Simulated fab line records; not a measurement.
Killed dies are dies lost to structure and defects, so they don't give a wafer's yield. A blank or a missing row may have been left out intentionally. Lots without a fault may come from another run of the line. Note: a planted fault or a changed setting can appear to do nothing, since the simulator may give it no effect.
Comparing a struck lot with a sound one -- flow n5_finfet -- 40 out of 1938 route steps
Sound: the wafers L728.2, L728.3, L728.6. Struck: wafer L722.1. (L722.3, L722.6 of the same lot were not struck and are left out.) The cause comes at the end.
For every step that has rows: the tool of each side, followed by ch and its chambers, followed by its first start. Under that, the readings that differ: sound wafers -- struck wafers -- difference of the means -- sigmas: that difference in standard deviations of wafers without a fault.
alike: same words and numbers on both sides, and readings whose means sit less than 2 such deviations apart. not compared: any withheld reading, any reading some wafer has no value for, any bound like >300 that may hide the same value, and any number with overlapping values for which the record gives no deviation.
A row with sigmas, a row that says differs or no value, or rows on one side alone: a step with any of these is where the two part. Numbers that don't overlap but have no deviation are shown without sigmas and don't part them. Lack of a reading on every wafer of one side parts them only where that side has two or more wafers.

first, 10 steps without rows for these wafers: N5_PMOS_HMC_CHANNEL_EPI_PRECLEAN_37 (cleans in O3/DIW, time 45 s); N5_PMOS_HMC_CHANNEL_EPI_PRECLEAN_24 (cleans in DHF, time 30 s); N5_PMOS_HMC_CHANNEL_EPI_SRD_25 (time 30 s); N5_PMOS_HMC_CHANNEL_EPI_EPI_26 (deposits Si from SiH4/H2, target thk 3.8 nm, time 22.7 s); N5_FIN_SAQP_PRECLEAN_42 (cleans in O3/DIW, time 60 s); N5_FIN_SAQP_PRECLEAN_00 (cleans in SC1, time 60 s); N5_FIN_SAQP_PRECLEAN_44 (cleans in SC2, time 45 s); N5_FIN_SAQP_SRD_01 (time 30 s); N5_FIN_SAQP_ALD_61 (deposits SiO2, target thk 4 nm, pulse time 1 s, purge time 2 s); N5_FIN_SAQP_DENSIFY_62 (time 60 s).
N5_FIN_SAQP_HM_DEP_03: deposits SiNx from SiH4/NH3/N2, target thk 38 nm, time 33.6 s.
  sound on pecvd-04 ch 0,2, day 6 03:10; struck on pecvd-01 ch 2, day 4 15:21
reading,sound,struck,difference,sigmas
showerhead_plenum_p_Torr (Torr),5.01 5.17 5.02,5.18,+0.11,+2
throttle_valve_pct (%),38.8 39.6 38.6,35.3,-3.7,-2
model.SiNx_of_FIN_SAQP_HM_DEP_03.thk_nm (nm),37.82 37.47 38.47,51.26,+13.34,
  alike: heater_power_w
N5_FIN_SAQP_THK_MEAS_05:
  sound: film_metro-02 at day 6 03:15; struck: film_metro-02 at day 4 15:26
reading,sound,struck,difference,sigmas
thk_nm (nm),37.8 37.5 38.5,51.3,+13.4,+28
then, 24 steps without rows for these wafers: N5_FIN_SAQP_PECVD_47 (deposits a-Si from SiH4/He, target thk 45 nm, time 36.3 s); N5_FIN_SAQP_PECVD_48 (deposits SiNx from SiH4/NH3/N2, target thk 25 nm, time 22.1 s); N5_FIN_SAQP_PECVD_06 (deposits a-Si from SiH4/He, target thk 60 nm, time 48.1 s); N5_FIN_SAQP_HM_DEP_72 (deposits SiO2 from SiH4/N2O, target thk 12 nm, time 7.2 s); N5_FIN_SAQP_COAT_49 (time 60 s, resist thk 100 nm); N5_FIN_SAQP_COAT_50 (time 60 s, resist thk 35 nm); N5_FIN_SAQP_COAT_10 (resist thk 90 nm); N5_FIN_SAQP_EBR_12; N5_FIN_SAQP_SOFTBAKE_11 (time 60 s); N5_FIN_SAQP_EXPOSE_13 (exposes mask FIN CORE, target cd 35.6 nm); N5_FIN_SAQP_PEB_14 (peb time 60 s); N5_FIN_SAQP_DEVELOP_15 (develop time 30 s); N5_FIN_SAQP_DESCUM_21 (chemistry O2, time 7.9 s); N5_FIN_SAQP_ETCH_51 (etches SiARC in CF4, target depth 45.5 nm, time 75.8 s); N5_FIN_SAQP_ETCH_52 (etches SOC in N2/H2, target depth 100 nm, overetch 20 nm, time 150 s); N5_FIN_SAQP_STRIP_53 (strips in N2/H2); N5_FIN_SAQP_HM_OPEN_73 (chemistry CHF3/O2, target SiO2, stops on a-Si, target depth 12 nm, time 16.8 s); N5_FIN_SAQP_STRIP_74 (strips in CHF3/O2); N5_FIN_SAQP_MANDREL_ETCH_22 (etches a-Si in HBr/Cl2, stops on SiNx, target depth 60 nm, bt time 10 s, time 30 s); N5_FIN_SAQP_STRIP_55 (strips in N2/H2); N5_FIN_SAQP_STRIP_23 (strips in SPM, time 750 s); N5_FIN_SAQP_SRD_66 (time 30 s); N5_FIN_SAQP_RECESS_75 (chemistry HF/NH3, target SiO2, target depth 14.4 nm, afs cycles 3, sublimation time 60 s); N5_FIN_SAQP_SPACER1_ALD_24 (deposits SiO2, target thk 20.3 nm, pulse time 1 s, purge time 2 s).
N5_FIN_SAQP_HM_OPEN_33: chemistry CH3F/O2, target SiNx, target depth 49.4 nm, time 70.6 s.
  sound on rie_diel-03 ch 0,1,3, day 6 08:04; struck on rie_diel-06 ch 0, day 4 21:38
reading,sound,struck,difference,sigmas
etch_rf_on_time_s (s),69.4 70.2 70.5,95.5,+25.5,+15
model.etch.depth_nm (nm),37.19 36.78 37.84,50.63,+13.36,
  alike: bias_w, drypump_motor_current_A, oes_product_au, rf_vpp_V, showerhead_plenum_p_Torr, throttle_valve_pct
  not compared: rf_hours_counter_h
N5_STI_FIN_REVEAL_RECESS_09: chemistry HF/NH3, target SiO2, afs cycles 11, target depth 42.5 nm, sublimation time 60 s.
  sound on vapor_etch-02 ch 0,1, day 6 16:49; struck on vapor_etch-01 ch 0, day 5 05:59
reading,sound,struck,difference,sigmas
model.SiNx_of_FIN_SAQP_HM_DEP_03.thk_nm (nm),17.8 17.6 18.4,31.4,+13.5,
  alike: drypump_motor_current_A
-- record jumps: 5 days separate the struck wafers' starts on either side; left off in module STI_FIN_REVEAL, taken up again in module BEOL_M4, whose first shown step is the route's number 1111 --
N5_BEOL_M4_RC_MEAS_101:
  sound on prober-01 ch 0, day 12 02:46; struck on prober-01 ch 0, day 10 12:46
  alike: DIBL_N, DIBL_P, IOFF_N, IOFF_P, ION_N, ION_P, SS_N, SS_P, VT_N, VT_P
-- here the record skips 5 days between the struck wafers' starts before and after, leaving off in module BEOL_M4 and picking up in module PASSIVATION (first step shown: number 1936 of the route) --
N5_PASSIVATION_PROBE_49:
  sound: prober-01 at day 16 10:42; struck: prober-02 at day 15 05:36
  alike: defect_limited_yield, killed_at_M0_to_M3, killed_at_M4_up, killed_at_contacts, killed_at_front_end, killed_at_other, killed_dies, killed_open, killed_short, sort_bin_5_function, sort_bin_6_memory, sort_n_pass, sort_yield_pct
  not compared: sort_bin_8_speed

## WHERE THEY PART
Last at N5_FIN_SAQP_HM_OPEN_33 as far as this record goes, first at N5_FIN_SAQP_HM_DEP_03. Later steps at which nothing parts them and some readings are alike: N5_STI_FIN_REVEAL_RECESS_09, N5_BEOL_M4_RC_MEAS_101, N5_PASSIVATION_PROBE_49.

WHY: what had been put in by the simulator
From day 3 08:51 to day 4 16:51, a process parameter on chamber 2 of pecvd-01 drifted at N5_FIN_SAQP_HM_DEP_03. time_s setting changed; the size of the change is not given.
